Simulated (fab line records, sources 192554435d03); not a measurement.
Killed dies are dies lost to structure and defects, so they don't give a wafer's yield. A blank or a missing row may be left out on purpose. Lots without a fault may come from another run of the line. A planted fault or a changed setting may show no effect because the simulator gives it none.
Which tool did it? | flow n5_finfet | 12 lots, 36 wafers sampled, at 1 step of a route of 1938

WHAT THE GAUGES READ, wafer by wafer
N5_MOL_CONTACT_COAG_INSPECT_57: inspects for defects (brightfield).
lot  | measured     | on                | raw_defect_count
L075 | day 5 16:20  | defect_inspect-01 | 187 127 149
L078 | day 6 05:49  | defect_inspect-02 | 198 183 195
L079 | day 6 15:20  | defect_inspect-02 | 149 251 199
L081 | day 6 23:46  | defect_inspect-01 | 299 326 311
L083 | day 7 11:20  | defect_inspect-02 | 256 224 236
L085 | day 8 01:01  | defect_inspect-02 | 334 261 252
L087 | day 8 05:25  | defect_inspect-02 | 161 179 215
L089 | day 8 23:01  | defect_inspect-02 | 203 231 256
L091 | day 9 09:50  | defect_inspect-01 | 150 244 215
L093 | day 9 23:13  | defect_inspect-02 | 261 216 195
L095 | day 10 09:44 | defect_inspect-02 | 307 235 211
L097 | day 10 22:22 | defect_inspect-01 | 213 168 222

WHICH TOOL RAN EACH LOT (tool, then ch and the chambers of the sampled wafers, then the start)
The record holds no process step before these readings.

THE ANSWER, worked out from the rows above alone
Rule: what is usual is taken from the lots themselves. Put in order of their means at a reading, lots are off if they are a third of the lots or fewer, leave a main group of 4 or more, and stand apart from it by a gap of 3 or more times the standard deviation of the main group's means; of several such gaps the widest counts. A main group whose means are all the same, to the digits that the tables above print for the reading, isn't used. A lot without any number at a reading at which 4 lots or more have one is off too. The other lots that the step has rows for count as sound.
No lot is off at any reading shown: from this, nothing can be told.

WHAT THE SIMULATOR HAD PUT IN
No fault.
